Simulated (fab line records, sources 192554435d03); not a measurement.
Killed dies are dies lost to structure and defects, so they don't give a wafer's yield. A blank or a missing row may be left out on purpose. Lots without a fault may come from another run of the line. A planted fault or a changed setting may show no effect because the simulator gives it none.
Lot-split experiment | flow n5Finfet | 7 lots, 21 wafers read, on a route of 1938 steps

== THE SPLIT ==
At N5_BEOL_M8_TRENCH_ETCH_37 (etches SiCOH lowk in C4F6/O2, target depth 93.478 nm, time 31.2 s), the setting biasW was moved away from the recipe's 185 W on 10 of the 21 wafers read, by -13.3% to +16.1%. For the rest of the wafers, this setting stayed at what the recipe calls for.

The reading is taken at the split's own step.

== THE READING ==
rfVppV, in V, at N5_BEOL_M8_TRENCH_ETCH_37 (etches SiCOH lowk in C4F6/O2, target depth 93.478 nm, time 31.2 s). Typical for fault-free wafers on this fab line: 668 V, with standard deviation 6.2 V.

wafer  | tool, chamber at the split | biasW as run, W | against the recipe | rfVppV, V | against lot-mates on the recipe
L075.1 | rieDiel-05, 1              | 213.8           | +15.6%             | 745       | +79
L075.2 | rieDiel-05, 0              | 213.8           | +15.6%             | 755       | +89
L075.3 | rieDiel-05, 3              | 185             | recipe             | 666       | -
L076.2 | rieDiel-04, 0              | 185             | recipe             | 660       | -
L076.4 | rieDiel-04, 2              | 185             | recipe             | 667       | -
L076.6 | rieDiel-04, 1              | 160.4           | -13.3%             | 598       | -66
L081.2 | rieDiel-05, 1              | 185             | recipe             | 663       | -
L081.3 | rieDiel-05, 0              | 185             | recipe             | 673       | -
L081.6 | rieDiel-05, 0              | 185             | recipe             | 673       | -
L086.1 | rieDiel-02, 1              | 168.2           | -9.1%              | 612       | -59
L086.3 | rieDiel-02, 2              | 185             | recipe             | 671       | -
L086.5 | rieDiel-02, 1              | 168.2           | -9.1%              | 611       | -60
L087.3 | rieDiel-04, 3              | 214.8           | +16.1%             | 739       | +72
L087.4 | rieDiel-04, 2              | 185             | recipe             | 667       | -
L087.5 | rieDiel-04, 1              | 214.8           | +16.1%             | 752       | +85
L091.2 | rieDiel-05, 2              | 185             | recipe             | 669       | -
L091.3 | rieDiel-05, 1              | 185             | recipe             | 664       | -
L091.4 | rieDiel-05, 0              | 208.2           | +12.5%             | 739       | +72
L092.1 | rieDiel-05, 1              | 199.6           | +7.9%              | 703       | +40
L092.4 | rieDiel-05, 2              | 199.6           | +7.9%              | 709       | +46
L092.6 | rieDiel-05, 1              | 185             | recipe             | 663       | -

THE FIT
A straight line over all 21 wafers: rfVppV changes by +5.31 V for each +1% of biasW; r = +0.99; the points scatter about the line by 5.4 V.
The same after taking each lot's own level away (the mean of its wafers on the recipe; 21 wafers): +5.38 V for each +1%; r = +0.99; scatter 5.8 V.
That fit puts the effect of the largest move of biasW on the reading at 87 V.
The span of the lots' own levels, 663.0 to 671.0 V, comes to 1.3 times the standard deviation stated above.
The two slopes are in agreement: the lot-to-lot level therefore moves the slope only a little.
Check: with one of the wafers moved furthest among these (+16.1%) left out of the fit, the line predicts +88.2 V for it against its lot-mates. Against them it came out at +72 V.
Tool readings at the split's step, against how far the setting was moved: rfVppV r = +0.99.

== OTHER SPLITS ON THESE WAFERS ==
Before the reading, these wafers also passed through other splits. Each is held against what the fit with the lots' levels taken away leaves over:
other split on the same wafers | wafers away from the commonest value | r with rfVppV (lot level and that fit taken away)
N5_BEOL_M6_DESCUM_33 timeS     | 5                                    | -0.10
N5_BEOL_M7_ETCH_66 timeS       | 3                                    | +0.45
N5_BEOL_M7_VIA_ETCH_34 sourceW | 8                                    | -0.20

== FILE'S OWN FIT ==
rfVppV changes by +5.34 V for each +1% of biasW, r = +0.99.
